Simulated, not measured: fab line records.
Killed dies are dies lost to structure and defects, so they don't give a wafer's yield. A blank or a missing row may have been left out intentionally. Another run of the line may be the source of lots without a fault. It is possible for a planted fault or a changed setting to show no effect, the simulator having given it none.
fab line records	flow nand-harc
record: lots: 6	wafers: 17	last-day: 35
route steps=1302 shown A_CHANNEL_HOLE_D2@607 A_CHANNEL_FILL_D2@610 END@1302
lots untouched by any fault: they come from a run of this same line in which no faults occurred
start-h: hours from the record's first day to the start of the lot's first wafer shown	wait-h: how many hours have passed since the lot's step before this one	" as in the row above	L1.1+2: a single row standing in for several wafers	- value missing, or start not given	* or withheld: withheld	< > ~ a bound
route shown NAME@n: a module of which the file shows steps, and the number in the route of the first	usual: mean and standard deviation over wafers with no fault	same: alike in all rows	chamber/n: place in a boat	sites: the reading at each site	_std_site: their standard deviation	_edge_site: inner sites' mean taken away from outer sites' mean	radius-mm: for every site, how far away it sits from the centre of the wafer	mask NAME#n: copy n	behind: the tool/chamber that last shaped the wafer	hold: the reason the lot was held/the length of the hold in hours/how it ended	device: the n, p or np transistor that did not switch	end of line: the route-end tests of the same wafers	a step given without rows: its recipe and nothing more	killed: not the wafer's yield, but the dies lost to structure and defects at the first sort	map: a wafer's dies, x killed, . not, _ none there
set.NAME: the setting that was run; set.NAME@STEP: the one run at that earlier step	model.NAME: the simulator's own value behind a step, which no gauge read
certain route steps with their lots: each step a table, each wafer a row
services: the hour from which a tool's chamber was out of use, counted from the record's first day as start-h (under 0 if before that day), plus the number of hours and why
== steps ==
step: NHARC_A_CHANNEL_HOLE_D2_CD_MEAS_31
usual: cd-nm: 89.6/0.95
lot.wafer	tool	chamber	start-h	wait-h	cd-nm
L492.1	cd-sem-01	-	354.76	0.1	90.2
L492.2	"	-	"	"	90.0
L492.3	"	-	"	"	89.8
L495.1	cd-sem-02	-	390.65	-	89.4
L495.4	"	-	"	"	89.9
L500.2	cd-sem-01	-	447.64	-	89.1
L500.3	"	-	"	"	89.6
L500.6	"	-	"	"	88.9
L506.1	cd-sem-01	-	492.60	-	89.3
L506.2	"	-	"	"	87.8
L506.3	"	-	"	"	89.2
L505.1	cd-sem-01	-	493.63	0.1	89.9
L505.2	"	-	"	"	90.6
L505.4	"	-	"	"	89.5
L509.1	cd-sem-03	-	539.00	-	88.8
L509.4	"	-	"	"	90.9
L509.6	"	-	"	"	89.2
step: NHARC_A_CHANNEL_HOLE_D2_XSEM_32
recipe: landing-energy-ev: 35000
usual: bot-cd-nm: 74.0/1	bow-nm: 8.7/0.34	tilt-deg: 0.074/0.03
lot.wafer	tool	chamber	start-h	wait-h	bot-cd-nm	bow-nm	tilt-deg
L492.1	xsem-02	0	354.85	0.1	74.5	9.0	0.028
L492.2	"	0	"	"	74.0	9.0	0.027
L492.3	"	0	"	"	74.4	8.9	0.027
L495.1	xsem-01	0	390.73	0.1	73.9	8.8	0.037
L495.4	"	0	"	"	74.4	8.8	0.037
L500.2	xsem-02	0	447.73	0.1	74.1	8.9	0.124
L500.3	"	0	"	"	73.4	8.9	0.125
L500.6	"	0	"	"	73.4	8.9	0.124
L506.1	xsem-01	0	492.68	0.1	72.9	9.0	0.062
L506.2	"	0	"	"	71.5	9.0	0.062
L506.3	"	0	"	"	73.4	9.0	0.062
L505.1	xsem-02	0	493.72	0.1	74.6	9.3	0.081
L505.2	"	0	"	"	75.0	9.4	0.079
L505.4	"	0	"	"	74.8	9.3	0.079
L509.1	xsem-02	0	539.10	0.1	71.6	9.0	0.018
L509.4	"	0	"	"	74.2	8.9	0.018
L509.6	"	0	"	"	73.2	9.0	0.017
step: NHARC_A_CHANNEL_HOLE_D2_INSPECT_40
usual: raw-defect-count: 271/85
lot.wafer	tool	chamber	start-h	wait-h	raw-defect-count
L492.1	defect-inspect-01	-	354.95	-	240
L492.2	"	-	"	"	215
L492.3	"	-	"	"	200
L495.1	defect-inspect-02	-	390.83	-	251
L495.4	"	-	"	"	280
L500.2	defect-inspect-01	-	447.83	-	326
L500.3	"	-	"	"	296
L500.6	"	-	"	"	270
L506.1	defect-inspect-02	-	492.78	-	311
L506.2	"	-	"	"	386
L506.3	"	-	"	"	288
L505.1	defect-inspect-01	-	493.82	-	284
L505.2	"	-	"	"	231
L505.4	"	-	"	"	375
L509.1	defect-inspect-01	-	539.19	-	218
L509.4	"	-	"	"	160
L509.6	"	-	"	"	250
step: NHARC_A_CHANNEL_FILL_D2_PRECLEAN_00
recipe: time-s: *	temp-c: 50	bath-age-min: 0	chemistry: SC1
step: NHARC_A_CHANNEL_FILL_D2_SRD_01
step: NHARC_A_CHANNEL_FILL_D2_ALD_02
recipe: target-thk-a: 60	pulse-time-s: 10	ald-cycles: 60	temp-c: 300	material: SiO2
usual: heater-power-w: 472/41	precursor-pulse-height-rel: 0.996/0.02
lot.wafer	tool	chamber	start-h	wait-h	heater-power-w	precursor-pulse-height-rel
L492.3	ald-hk-04	0	355.15	-	498	1.035
L492.1	"	2	"	"	426	0.985
L492.2	"	3	"	"	473	0.975
L495.1	ald-hk-01	0	391.03	-	450	0.983
L495.4	"	3	"	"	458	0.948
L500.2	ald-hk-04	2	448.02	-	436	0.972
L500.3	"	1	"	"	436	1.008
L500.6	"	3	"	"	468	1.046
L506.2	ald-hk-02	2	492.97	-	536	0.988
L506.1	"	0	"	"	494	0.992
L506.3	"	1	"	"	471	1.000
L505.1	ald-hk-01	1	494.02	-	577	0.989
L505.4	"	2	"	"	451	0.988
L505.2	"	3	"	"	434	0.998
L509.4	ald-hk-02	1	539.46	-	460	1.033
L509.1	"	3	"	"	460	0.990
L509.6	"	1	"	"	448	0.997
step: NHARC_A_CHANNEL_FILL_D2_ALD_03
recipe: target-thk-a: 60	pulse-time-s: 60	ald-cycles: 58	temp-c: 630	pressure-torr: 2	material: SiNx
step: NHARC_A_CHANNEL_FILL_D2_ALD_14
recipe: target-thk-a: 25	pulse-time-s: 10	ald-cycles: 25	temp-c: 300	material: SiO2
usual: heater-power-w: 478/45	precursor-pulse-height-rel: 1.001/0.02
lot.wafer	tool	chamber	start-h	wait-h	heater-power-w	precursor-pulse-height-rel
L492.1	ald-hk-04	3	362.14	0.0	468	1.010
L492.3	"	0	"	"	507	0.997
L492.2	"	1	"	"	419	0.987
L495.1	ald-hk-01	3	398.04	0.1	465	1.009
L495.4	"	1	"	"	577	1.021
L500.3	ald-hk-02	3	455.12	0.1	446	1.006
L500.2	"	0	"	"	486	0.989
L500.6	"	2	"	"	528	0.975
L506.2	ald-hk-02	1	499.93	0.0	478	1.003
L506.1	"	2	"	"	522	1.007
L506.3	"	3	"	"	450	1.004
L505.4	ald-hk-02	1	500.15	0.3	458	1.011
L505.2	"	2	"	"	527	1.023
L505.1	"	3	"	"	443	0.999
L509.1	ald-hk-02	1	546.42	0.0	462	0.997
L509.4	"	0	"	"	508	1.035
L509.6	"	2	"	"	507	0.986
step: NHARC_A_CHANNEL_FILL_D2_ALD_15
recipe: target-thk-a: 20	pulse-time-s: 60	ald-cycles: 19	temp-c: 630	pressure-torr: 2	material: SiNx
usual: precursor-pulse-height-rel: 0.999/0.021
lot.wafer	tool	chamber	start-h	wait-h	precursor-pulse-height-rel
L492.1	ald-sin-batch-03	0	-	-	0.967
L492.2	"	0	"	"	1.006
L492.3	"	0	"	"	1.004
L495.1	ald-sin-batch-01	0	-	-	1.013
L495.4	"	0	"	"	1.005
L500.2	ald-sin-batch-03	0	-	-	0.993
L500.3	"	0	"	"	1.012
L500.6	"	0	"	"	1.023
L505.1	ald-sin-batch-02	0	-	-	0.967
L505.2	"	0	"	"	1.009
L505.4	"	0	"	"	0.968
L506.1	ald-sin-batch-02	0	-	-	0.985
L506.2	"	0	"	"	1.016
L506.3	"	0	"	"	1.015
L509.1	ald-sin-batch-01	0	549.55	3.1	0.993
L509.4	"	0	"	"	0.985
L509.6	"	0	"	"	0.950
step: NHARC_A_CHANNEL_FILL_D2_ALD_16
recipe: target-thk-a: 15	pulse-time-s: 10	ald-cycles: 15	temp-c: 300	material: SiO2
usual: heater-power-w: 476/40	precursor-pulse-height-rel: 0.999/0.02
lot.wafer	tool	chamber	start-h	wait-h	heater-power-w	precursor-pulse-height-rel
L492.1	ald-hk-02	0	367.37	0.0	491	1.007
L492.2	"	1	"	"	468	1.003
L492.3	"	2	"	"	515	0.983
L495.1	ald-hk-01	3	403.19	0.0	453	1.009
L495.4	"	0	"	"	449	1.002
L500.2	ald-hk-01	0	460.23	0.1	450	1.005
L500.3	"	2	"	"	437	1.017
L500.6	"	0	"	"	446	1.015
L505.4	ald-hk-02	3	505.78	0.8	459	0.990
L505.2	"	0	"	"	497	0.999
L505.1	"	1	"	"	466	0.995
L506.3	ald-hk-02	2	505.94	0.9	531	0.998
L506.2	"	0	"	"	492	1.011
L506.1	"	1	"	"	470	0.973
L509.4	ald-hk-01	1	551.89	0.3	560	1.028
L509.1	"	2	"	"	449	0.965
L509.6	"	1	"	"	574	1.019
step: NHARC_A_CHANNEL_FILL_D2_ANNEAL_17
recipe: temp-c: 850	time-s: 1800
step: NHARC_A_CHANNEL_FILL_D2_CVD_18
recipe: target-thk-a: 30	temp-c: 550	material: poly-Si
step: NHARC_A_CHANNEL_FILL_D2_ETCHBACK_19
recipe: target-depth-a: 50	time-s: 1.7	hbr-flow-sccm: 150	cl2-flow-sccm: 50	rf-w: 400	icp-w: 400	bias-w: 100	chemistry: HBr/Cl2
usual: drypump-motor-current-A: 5.8/0.51	oes-product-au: 1.002/0.0082	throttle-valve-pct: 26.406/0.0097
lot.wafer	tool	chamber	start-h	wait-h	drypump-motor-current-A	oes-product-au	rf-hours-counter-h	throttle-valve-pct
L492.2	rie-si-02	2	379.04	0.4	5.7	0.796	0.56	26.408
L492.3	"	3	"	"	6.2	1.019	0.52	26.373
L492.1	"	0	"	"	5.0	0.785	0.58	26.402
L495.1	rie-si-02	0	415.13	0.4	5.0	0.787	0.74	26.415
L495.4	"	1	"	"	5.9	1.007	0.83	26.390
L500.2	rie-si-05	2	471.96	0.4	5.0	1.003	0.94	26.400
L500.3	"	0	"	"	5.7	1.007	1.14	26.392
L500.6	"	2	"	"	5.0	1.007	-	26.428
L505.4	rie-si-05	0	517.73	0.4	5.7	1.004	0.15	26.421
L505.2	"	2	"	"	5.0	1.010	0.18	26.414
L505.1	"	3	"	"	5.6	0.996	0.18	26.403
L506.2	rie-si-02	3	517.73	0.4	6.3	0.998	0.43	26.420
L506.1	"	1	"	"	5.9	1.003	0.42	26.416
L506.3	"	2	"	"	5.7	0.999	0.45	26.401
L509.1	rie-si-02	3	563.75	0.4	6.3	0.995	0.66	26.412
L509.4	"	1	"	"	5.9	0.982	0.63	26.425
L509.6	"	3	"	"	6.3	0.984	-	26.401
step: NHARC_A_CHANNEL_FILL_D2_ETCHBACK_20
recipe: target-depth-a: 270	time-s: 13.5	c4f8-flow-sccm: withheld	o2-flow-sccm: 8	ar-flow-sccm: withheld	rf-w: 600	bias-w: 1500	chemistry: C4F8/O2/Ar
step: NHARC_END_SORT_01
recipe: temp-c: 25
usual: killed-at-array: 44/16	killed-at-other: 0.6/1.1	killed-at-periphery: 3.9/2.6	killed-dies: 48/16	killed-open: 3.1/1.9	killed-short: 2.4/1.8
same: gross-dies: 677
lot.wafer	tool	chamber	start-h	wait-h	killed-at-array	killed-at-other	killed-at-periphery	killed-dies	killed-open	killed-short
L492.1	prober-01	0	610.58	2.5	65	1	3	69	6	2
L492.2	prober-01	0	611.37	2.8	46	0	3	49	2	2
L492.3	prober-01	0	612.17	3.1	49	0	4	53	2	0
L495.1	prober-02	0	653.25	2.5	33	0	4	37	4	4
L506.1	prober-01	0	751.51	2.5	28	0	6	34	4	3
L506.2	prober-01	0	752.32	2.8	36	0	2	38	2	2
L506.3	prober-01	0	753.13	3.1	41	0	2	43	3	6
L505.1	prober-01	0	759.35	2.5	47	5	2	54	3	1
L505.2	prober-01	0	760.15	2.8	44	2	1	47	1	3
L505.4	prober-01	0	761.74	3.4	46	0	2	48	5	2
killed by level:class
L492.1 A_CHANNEL_HOLE_D2:chamber-film-flake=42 A_SLIT:chamber-film-flake=16 A_ONON_D1:geometric-particle:open=2 P_CONTACT:geometric-particle:open=1 P_M1:geometric-particle:open=1 A_ONON_D2:geometric-particle:short=1 A_CHANNEL_HOLE_D2:geometric-particle:open=1 A_SGD_CUT:geometric-particle:short=1
L492.2 A_CHANNEL_HOLE_D2:chamber-film-flake=23 A_SLIT:chamber-film-flake=10 A_STAIRCASE:chamber-film-flake=4 A_CHANNEL_HOLE_D1:chamber-film-flake=2 A_BLC:chamber-film-flake=2 P_M1:geometric-particle:open=1 P_M1:geometric-particle:short=1 A_ONON_D1:geometric-particle:short=1
L492.3 A_CHANNEL_HOLE_D2:chamber-film-flake=25 A_SLIT:chamber-film-flake=17 P_ZERO_WELL:chamber-film-flake=2 A_CHANNEL_HOLE_D1:chamber-film-flake=2 A_WL_FILL:chamber-film-flake=2 P_CONTACT:geometric-particle:open=1 P_M1:geometric-particle:open=1 A_STAIRCASE:chamber-film-flake=1
L495.1 A_CHANNEL_HOLE_D1:chamber-film-flake=14 A_CHANNEL_HOLE_D2:chamber-film-flake=5 A_CONTACT:chamber-film-flake=5 A_ONON_D1:geometric-particle:short=3 P_CONTACT:geometric-particle:open=2 A_SLIT:chamber-film-flake=2 P_GATE:geometric-particle:open=1 A_ONON_D1:geometric-particle:open=1
L506.1 A_SLIT:chamber-film-flake=12 A_STAIRCASE:chamber-film-flake=4 A_CONTACT:chamber-film-flake=4 P_M2:chamber-film-flake=3 A_CHANNEL_HOLE_D1:chamber-film-flake=3 P_CONTACT:geometric-particle:open=1 P_M2:geometric-particle:short=1 A_CHANNEL_HOLE_D1:geometric-particle:short=1
L506.2 A_SLIT:chamber-film-flake=20 A_CHANNEL_HOLE_D1:chamber-film-flake=4 A_STAIRCASE:chamber-film-flake=4 A_CONTACT:chamber-film-flake=4 A_ONON_D2:geometric-particle:short=1 A_CHANNEL_FILL_D2:geometric-particle:short=1 A_CONTACT:geometric-particle:open=1 A_M0:geometric-particle:open=1
L506.3 A_SLIT:chamber-film-flake=19 A_CHANNEL_HOLE_D1:chamber-film-flake=7 A_ONON_D1:geometric-particle:short=3 A_CONTACT:chamber-film-flake=3 A_WL_FILL:chamber-film-flake=2 A_CHANNEL_HOLE_D1:geometric-particle:open=1 A_CHANNEL_FILL_D1:geometric-particle:short=1 A_CHANNEL_HOLE_D2:geometric-particle:open=1
L505.1 A_CHANNEL_HOLE_D2:chamber-film-flake=17 A_CHANNEL_HOLE_D1:chamber-film-flake=12 A_CONTACT:chamber-film-flake=7 THIN_TSV:chamber-film-flake=5 A_SLIT:chamber-film-flake=3 P_GATE:chamber-film-flake=2 A_WL_FILL:chamber-film-flake=2 A_DECK1_JOINT:geometric-particle:open=1
L505.2 A_CHANNEL_HOLE_D2:chamber-film-flake=12 A_CONTACT:chamber-film-flake=12 A_CHANNEL_HOLE_D1:chamber-film-flake=9 A_SLIT:chamber-film-flake=6 THIN_TSV:chamber-film-flake=2 P_CONTACT:geometric-particle:open=1 A_CHANNEL_FILL_D1:geometric-particle:short=1 A_CHANNEL_FILL_D2:geometric-particle:short=1
L505.4 A_CHANNEL_HOLE_D2:chamber-film-flake=15 A_CHANNEL_HOLE_D1:chamber-film-flake=9 A_CONTACT:chamber-film-flake=7 A_SLIT:chamber-film-flake=5 A_STAIRCASE:chamber-film-flake=3 A_WL_FILL:geometric-particle:open=2 A_DECK1_JOINT:chamber-film-flake=2 P_GATE:geometric-particle:open=1
== services ==
tool	chamber	start-h	hours	kind
ald-hk-04	-	332.75	0.2	repair
ald-hk-02	-	349.63	10.0	pm
ald-hk-02	0	349.63	10.0	vent-cycle
ald-hk-02	1	349.63	10.0	vent-cycle
ald-hk-02	2	349.63	10.0	vent-cycle
ald-hk-02	3	349.63	10.0	vent-cycle
ald-hk-02	0	359.63	-	clean
ald-hk-02	1	359.63	-	clean
ald-hk-02	2	359.63	-	clean
ald-hk-02	3	359.63	-	clean
xsem-01	-	374.00	14.0	pm
ald-sin-batch-03	-	398.01	9.8	repair
rie-si-05	2	430.55	5.7	repair
ald-hk-04	-	433.82	10.0	pm
ald-hk-04	-	451.27	38.6	repair
rie-si-02	-	454.00	9.0	pm
ald-hk-01	-	475.62	10.0	pm
rie-si-05	-	482.00	9.0	pm
ald-sin-batch-01	-	506.00	26.0	pm
rie-si-02	-	514.95	0.3	repair
ald-hk-02	-	527.63	10.0	pm
ald-hk-02	0	527.63	10.0	vent-cycle
ald-hk-02	1	527.63	10.0	vent-cycle
ald-hk-02	2	527.63	10.0	vent-cycle
== key ==
first-sign: step: NHARC_A_CHANNEL_FILL_D2_ETCHBACK_19	reading: oes-product-au	direction: down	sigmas: 26	usual: 1.002	struck: 0.789
effect none on later readings
met-at NHARC_A_CHANNEL_FILL_D2_ETCHBACK_19
struck-wafers L492.1,L492.2,L495.1
tester-left-out L492,L495
fault: kind: process-parameter-drift	tool: rie-si-02	chamber: -	onset-h: 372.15	steps: NHARC_A_CHANNEL_FILL_D2_ETCHBACK_19	channel: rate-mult	offset: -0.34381	shape: step	end-h: 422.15	scope: struck-wafers-only
tester-left-out: of these lots the tester's yield and bins aren't shown, on N5 and GAA mostly nor the transistor test; their killed dies are dies lost to structure and defects alone, not to doping, threshold or leakage, so they don't give the yield
